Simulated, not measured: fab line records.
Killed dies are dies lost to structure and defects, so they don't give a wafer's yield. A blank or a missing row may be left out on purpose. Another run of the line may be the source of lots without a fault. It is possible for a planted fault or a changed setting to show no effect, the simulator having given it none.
A struck lot beside a sound one ; flow n5Finfet ; 14 steps out of a route of 1938
Sound: these wafers, L799.2, L799.4, L799.6. Struck: wafer L806.4; the same lot's L806.6 was not struck, so it is left out; see the end for the cause.
At each step with rows: each side's tool, then ch and its chambers, then its first start. Under that, the readings that differ: sound wafers ; struck wafers ; difference of the means ; sigmas: that difference in standard deviations of wafers without a fault.
alike: same words and numbers on both sides, and readings whose means sit less than 2 such deviations apart. not compared: any withheld reading, any reading some wafer has no value for, any bound like >300 that may hide the same value, and any number with overlapping values for which the record gives no deviation.
Wherever a step has rows on one side only, a row that says differs or no value, or a row with sigmas, the two part there. Non-overlapping numbers with no deviation appear without sigmas and do not part them. Lack of a reading on every wafer of one side parts them only where that side has two or more wafers.

N5_BEOL_M13_OCD_MEAS_35:
  sound on ocd-01 at day 11 21:20; struck on ocd-01 at day 13 11:35
  alike: trenchDepthNm
N5_BEOL_M13_STRIP_37: strips in N2/H2.
  sound on plasmaAsher-01 ch 0,1, day 11 21:22; struck on plasmaAsher-02 ch 0, day 13 11:39
  alike: drypumpMotorCurrentA, heaterPowerW, oesProductAu
  not compared: rfHoursCounterH
then, 3 steps without rows for these wafers: N5_BEOL_M13_ETCH_38 (etches SiCN in CF4/N2, target depth 67.5 nm, time 71.9 s); N5_BEOL_M13_PRECLEAN_39 (cleans in residue remover, time 60 s); N5_BEOL_M13_SRD_40 (time 30 s, dry time 30 s).
N5_BEOL_M13_DEGAS_41: time 60 s.
  sound on pvdSputter-01 at day 12 01:31; struck on pvdSputter-02 at day 13 11:55
  alike: heaterPowerW
then, 1 step without rows for these wafers: N5_BEOL_M13_PRE_CLEAN_42 (time 30 s).
N5_BEOL_M13_SPUTTER_43: material TaN, target thk 15 nm, time 24.19 s.
  sound on pvdSputter-01 at day 12 01:35; struck on pvdSputter-02 at day 13 11:59
  alike: throttleValvePct
N5_BEOL_M13_SPUTTER_44: material Ta, target thk 10 nm, time 16.13 s.
  sound on pvdSputter-01 at day 12 01:40; struck on pvdSputter-02 at day 13 12:04
  alike: throttleValvePct
N5_BEOL_M13_SPUTTER_45: material Cu, target thk 80 nm, time 13.33 s.
  sound on pvdSputter-01 at day 12 01:45; struck on pvdSputter-02 at day 13 12:09
  alike: chuckSensorTempC, throttleValvePct
then, 2 steps without rows for these wafers: N5_BEOL_M13_ECD_47 (material Cu, target thk 936 nm); N5_BEOL_M13_ANNEAL_48 (time 90 s).
N5_BEOL_M13_CMP_49: polishes, stops on SiOC, t overpolish 17.1 s, target thk 420 nm.
  sound on cmp-02 ch 1,2,3, day 12 02:32; struck on cmp-02 ch 2, day 13 12:50
reading;sound;struck;difference;sigmas
barrierFieldEndpointS (s);30.3 29.7 29.5;16.7;-13.1;-18
platenRpm (rpm);49.97 50.03 49.98;49.92;-0.07;-2
  alike: motorCurrentA, overpolishRunS
N5_PASSIVATION_PROBE_49:
  sound on prober-01 at day 13 03:10; struck on prober-02 at day 14 16:30
reading;sound;struck;difference;sigmas
killedAtContacts;13 10 10;23;+12;+2
sort_bin_6_memory (%);2.0 3.9 2.8;4.3;+1.4;+2
  alike: defectLimitedYield, killed_at_M0_to_M3, killed_at_M4_up, killedAtFrontEnd, killedAtOther, killedDies, killedOpen, killedShort, sort_bin_5_function, sortNPass, sortYieldPct

## WHERE THEY PART
Earliest at N5_BEOL_M13_CMP_49; latest, in this record, at N5_PASSIVATION_PROBE_49.

WHY: whatever the simulator had introduced
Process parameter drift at N5_BEOL_M13_CMP_49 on cmp-02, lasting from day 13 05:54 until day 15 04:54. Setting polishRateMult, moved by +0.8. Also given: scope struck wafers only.
